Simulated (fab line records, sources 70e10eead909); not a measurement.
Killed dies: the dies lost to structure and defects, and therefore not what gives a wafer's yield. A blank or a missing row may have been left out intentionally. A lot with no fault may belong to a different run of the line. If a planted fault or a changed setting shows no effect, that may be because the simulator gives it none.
Struck lot and sound lot, side by side + flow nandHarc + 13 steps out of a route of 1302
Sound: the wafers L322.3, L322.5, L322.6. Struck: wafer L327.2. (L327.1, L327.4 of the same lot were not struck and are left out.) The cause comes at the end.
At each step with rows: each side's tool, then ch and its chambers, then its first start. Under that, the readings that differ: sound wafers + struck wafers + difference of the means + sigmas: that difference in standard deviations of wafers without a fault.
alike: words and numbers the same on both sides, and readings whose means are apart by under 2 such deviations; not compared: readings that were withheld, readings missing a value for some wafer, numbers with overlapping values and no deviation given by the record, and bounds like >300 which may hide the same value.
Wherever a step has rows on one side only, a row that says differs or no value, or a row with sigmas, the two part there. Numbers that have no deviation but don't overlap get no sigmas and don't part them. Lack of a reading on every wafer of one side parts them only where that side has two or more wafers.

first, 2 steps without rows for these wafers: NHARC_A_STAIRCASE_TRIM_191 (chemistry O2, time 211.2 s); NHARC_A_STAIRCASE_ETCH_192 (etches the open film in C4F8/O2, target depth 100 nm, time 40.5 s).
NHARC_A_STAIRCASE_TRIM_193: chemistry O2, time 211.2 s.
  sound on rieDiel-13 ch 0,2,3; struck on rieDiel-01 ch 2
| reading              | sound                | struck | difference | sigmas |
|----------------------|----------------------|--------|------------|--------|
| throttleValvePct (%) | 17.037 17.035 17.040 | 17.058 | +0.021     | +2     |
  alike: drypumpMotorCurrentA, oesProductAu, rfVppV, showerheadPlenumPTorr
  not compared: rfHoursCounterH
NHARC_A_STAIRCASE_ETCH_194: etches the open film in C4F8/O2, target depth 100 nm, time 40.5 s.
  sound on rieDiel-13 ch 2,3; struck on rieDiel-01 ch 2
  alike: oesProductAu, rfVppV
  not compared: rfHoursCounterH
NHARC_A_STAIRCASE_TRIM_196: chemistry O2, time 211.2 s.
  sound on rieDiel-13 ch 0,1, day 16 07:41; struck on rieDiel-13 ch 1, day 19 03:11
  alike: drypumpMotorCurrentA, oesProductAu, rfVppV, showerheadPlenumPTorr, throttleValvePct
  not compared: rfHoursCounterH
then, 2 steps without rows for these wafers: NHARC_A_STAIRCASE_ETCH_197 (etches the open film in C4F8/O2, target depth 100 nm, time 40.5 s); NHARC_A_STAIRCASE_TRIM_198 (chemistry O2, time 211.2 s).
NHARC_A_STAIRCASE_ETCH_199: etches the open film in C4F8/O2, target depth 100 nm, time 40.5 s.
  sound on rieDiel-13 ch 0,1,3; struck on rieDiel-13 ch 1
| reading             | sound             | struck | difference | sigmas |
|---------------------|-------------------|--------|------------|--------|
| oesProductAu (a.u.) | 0.945 0.927 0.924 | 0.967  | +0.035     | +3     |
  alike: rfVppV
  not compared: rfHoursCounterH
then, 1 step without rows for these wafers: NHARC_A_STAIRCASE_TRIM_200 (chemistry O2, time 211.2 s).
NHARC_A_STAIRCASE_ETCH_201: etches the open film in C4F8/O2, target depth 100 nm, time 40.5 s.
  sound on rieDiel-13 ch 0,2,3; struck on rieDiel-13 ch 0
  alike: oesProductAu, rfVppV
  not compared: rfHoursCounterH
then, 1 step without rows for these wafers: NHARC_A_STAIRCASE_TRIM_202 (chemistry O2, time 211.2 s).
NHARC_A_STAIRCASE_ETCH_203: etches the open film in C4F8/O2, target depth 100 nm, time 40.5 s.
  sound on rieDiel-13 ch 0,1, day 16 08:37; struck on rieDiel-13 ch 2, day 19 04:05
| reading             | sound             | struck | difference | sigmas |
|---------------------|-------------------|--------|------------|--------|
| oesProductAu (a.u.) | 0.940 0.941 0.947 | 0.810  | -0.133     | -12    |
  alike: rfVppV
  not compared: rfHoursCounterH
-- the record jumps here: 9 days lie between the struck wafers' starts before and after (it left off in module A_STAIRCASE and takes up again in module END, whose first step shown is number 1302 of the route) --
NHARC_END_SORT_01:
  only the struck wafers appear in the record here, on prober-02 ch 0 at day 27 20:49; the sound ones have no rows

WHERE THEY PART
At NHARC_A_STAIRCASE_TRIM_193 first; at NHARC_END_SORT_01 last (within this record only).

WHY: what had been put in by the simulator
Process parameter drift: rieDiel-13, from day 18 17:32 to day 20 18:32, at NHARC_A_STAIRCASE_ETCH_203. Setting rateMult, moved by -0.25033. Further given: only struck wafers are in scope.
